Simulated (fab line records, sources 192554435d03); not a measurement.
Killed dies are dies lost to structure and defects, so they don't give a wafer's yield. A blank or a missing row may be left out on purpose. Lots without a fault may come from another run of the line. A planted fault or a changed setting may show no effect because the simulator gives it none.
Which tool did it? | flow n5_finfet | 11 lots, 33 wafers sampled, at 5 steps of a route of 1938

WHAT THE GAUGES READ, wafer by wafer
N5_BEOL_M12_INSPECT_55: inspects for defects (darkfield).
lot  | measured     | on                | raw_defect_count
L214 | day 12 16:23 | defect_inspect-01 | 66 67 42
L217 | day 13 22:00 | defect_inspect-02 | 57 108 65
L215 | day 13 22:32 | defect_inspect-01 | 56 61 53
L220 | day 14 16:58 | defect_inspect-01 | 64 45 49
L223 | day 15 13:55 | defect_inspect-01 | 46 87 56
L227 | day 15 23:23 | defect_inspect-01 | 39 45 59
L225 | day 16 03:14 | defect_inspect-02 | 86 71 64
L226 | day 16 16:43 | defect_inspect-01 | 53 73 88
L228 | day 17 09:08 | defect_inspect-01 | 102 57 88
L232 | day 17 21:38 | defect_inspect-01 | 51 43 63
L237 | day 19 00:09 | defect_inspect-02 | 69 42 52

N5_BEOL_M13_OVL_MEAS_11.
lot  | measured     | on         | V12_OVL (nm)
L214 | day 12 17:02 | overlay-01 | -11 -4 -12
L217 | day 13 22:31 | overlay-02 | -9 -2 -8
L215 | day 13 23:04 | overlay-01 | 1 2 -2
L220 | day 14 17:37 | overlay-01 | 5 -5 -5
L223 | day 15 14:27 | overlay-02 | 6 5 4
L227 | day 15 23:54 | overlay-01 | 2 3 0
L225 | day 16 03:53 | overlay-01 | 3 7 5
L226 | day 16 17:22 | overlay-01 | -2 -7 1
L228 | day 17 09:50 | overlay-01 | 9 8 0
L232 | day 17 22:13 | overlay-01 | 2 -1 8
L237 | day 19 00:41 | overlay-02 | 10 3 7

N5_BEOL_M14_CD_MEAS_10: target cd 250 nm.
lot  | measured     | on        | cd_nm (nm)
L214 | day 12 21:14 | cd_sem-03 | 247.9 248.1 251.7
L217 | day 14 02:47 | cd_sem-03 | 250.9 250.2 248.5
L215 | day 14 02:57 | cd_sem-01 | 248.6 251.0 251.9
L220 | day 14 23:02 | cd_sem-01 | 248.1 248.8 250.1
L223 | day 15 18:18 | cd_sem-03 | 250.8 249.5 249.6
L227 | day 16 04:57 | cd_sem-02 | 248.6 248.9 251.5
L225 | day 16 12:04 | cd_sem-02 | 231.5 233.0 230.8
L226 | day 17 01:56 | cd_sem-01 | 232.3 233.5 235.8
L228 | day 17 18:07 | cd_sem-03 | 249.6 251.6 252.6
L232 | day 18 02:56 | cd_sem-02 | 252.4 253.2 251.1
L237 | day 19 05:46 | cd_sem-02 | 249.8 252.2 254.1

WHICH TOOL RAN EACH LOT (tool, then ch and the chambers of the sampled wafers, then the start)
lot  | N5_BEOL_M13_ILD_DEP_00          | N5_BEOL_M14_PEB_08
L214 | pecvd-02 ch 0,2, day 12 16:25   | litho_track-02 ch 0, day 12 21:08
L217 | pecvd-02 ch 0,1, day 13 22:02   | litho_track-02 ch 0, day 14 02:40
L215 | pecvd-02 ch 0,1, day 13 22:35   | litho_track-04 ch 0, day 14 02:50
L220 | pecvd-03 ch 1,2, day 14 17:01   | litho_track-02 ch 0, day 14 22:55
L223 | pecvd-03 ch 0,2, day 15 13:57   | litho_track-02 ch 0, day 15 18:11
L227 | pecvd-04 ch 0,1, day 15 23:25   | litho_track-04 ch 0, day 16 04:50
L225 | pecvd-03 ch 0,1,2, day 16 03:17 | litho_track-01 ch 0, day 16 11:56
L226 | pecvd-04 ch 0,1,2, day 16 16:46 | litho_track-01 ch 0, day 17 01:49
L228 | pecvd-02 ch 2, day 17 09:10     | litho_track-04 ch 0, day 17 17:59
L232 | pecvd-02 ch 0,2, day 17 21:41   | litho_track-02 ch 0, day 18 02:49
L237 | pecvd-02 ch 0,2, day 19 00:11   | litho_track-02 ch 0, day 19 05:40
- N5_BEOL_M13_ILD_DEP_00: deposits SiOC from DEMS/O2, target thk 837.92 nm, time 166.4 s.
- N5_BEOL_M14_PEB_08: peb time 90 s.

WHAT THE TOOLS THEMSELVES READ (means of the sampled wafers that have a number; where no wafer has one, the mark that the record gives instead)
N5_BEOL_M13_ILD_DEP_00.
lot  | tool     | heater_power_w (W) | rf_fwd_power_W (W) | showerhead_plenum_p_Torr (Torr) | throttle_valve_pct (%)
L214 | pecvd-02 | 510                | 498.4              | 5.706                           | 12.1
L217 | pecvd-02 | 434                | 499.2              | 5.699                           | 12.0
L215 | pecvd-02 | 453                | 499.3              | 5.688                           | 11.6
L220 | pecvd-03 | 433                | 497.5              | 5.695                           | 11.4
L223 | pecvd-03 | 486                | 498.2              | 5.692                           | 11.8
L227 | pecvd-04 | 464                | 497.8              | 5.688                           | 11.7
L225 | pecvd-03 | 502                | 497.7              | 5.693                           | 11.9
L226 | pecvd-04 | 542                | 496.3              | 5.682                           | 11.9
L228 | pecvd-02 | 544                | 498.8              | 5.701                           | 12.3
L232 | pecvd-02 | 459                | 497.6              | 5.708                           | 12.4
L237 | pecvd-02 | 460                | 496.6              | 5.707                           | 12.4

N5_BEOL_M14_PEB_08.
lot  | tool           | heater_power_total_W (W) | plate_temp_C (C)
L214 | litho_track-02 | 173.0                    | 129.96
L217 | litho_track-02 | 172.5                    | 130.07
L215 | litho_track-04 | 172.7                    | 129.93
L220 | litho_track-02 | 172.5                    | 129.97
L223 | litho_track-02 | 172.8                    | 129.90
L227 | litho_track-04 | 172.6                    | 129.93
L225 | litho_track-01 | 168.1                    | 127.34
L226 | litho_track-01 | 168.1                    | 127.15
L228 | litho_track-04 | 172.3                    | 129.97
L232 | litho_track-02 | 172.1                    | 129.89
L237 | litho_track-02 | 172.3                    | 129.87

THE ANSWER, worked out from the rows above alone
Rule: what is usual is taken from the lots themselves. Put in order of their means at a reading, lots are off if they are a third of the lots or fewer, leave a main group of 4 or more, and stand apart from it by a gap of 3 or more times the standard deviation of the main group's means; of several such gaps the widest counts. A main group whose means are all the same, to the digits that the tables above print for the reading, isn't used. A lot without any number at a reading at which 4 lots or more have one is off too. The other lots that the step has rows for count as sound. The gauges are gone through in route order, then the tools' own readings, and for those a lot's mean is taken as printed above. The first step at which some lot is off is used, and at that step the reading that is off furthest; a lot without a number counts as furthest.
Off: L225, L226, at N5_BEOL_M14_CD_MEAS_10 (cd_nm). The main group: mean 250.4 nm, standard deviation 1.1.
A tool fits if, at a process step before that reading, it ran every lot that is off, and no sound lot after the first of them. The gauges at N5_BEOL_M14_CD_MEAS_10 aren't tried: what is off there is off at N5_BEOL_M14_PEB_08 too, on other tools, and a gauge's error can't cause that. One fits: litho_track-01 at N5_BEOL_M14_PEB_08. It ran no sound lot before its first lot that is off in this sample, so the start can't be narrowed down.
The tool's own readings at N5_BEOL_M14_PEB_08 bear it out: on the lots that are off they differ by more than 5 times the standard deviation of the sound lots' means. heater_power_total_W reads 168.1 W there against 172.5 W on the sound lots; plate_temp_C reads 127.25 C there against 129.94 C on the sound lots.

WHAT THE SIMULATOR HAD PUT IN
Process parameter drift: litho_track-01, from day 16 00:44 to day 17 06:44, at N5_BEOL_M14_PEB_08. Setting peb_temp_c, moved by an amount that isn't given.
Lots struck among those shown: L225, L226. The rule above found the same.
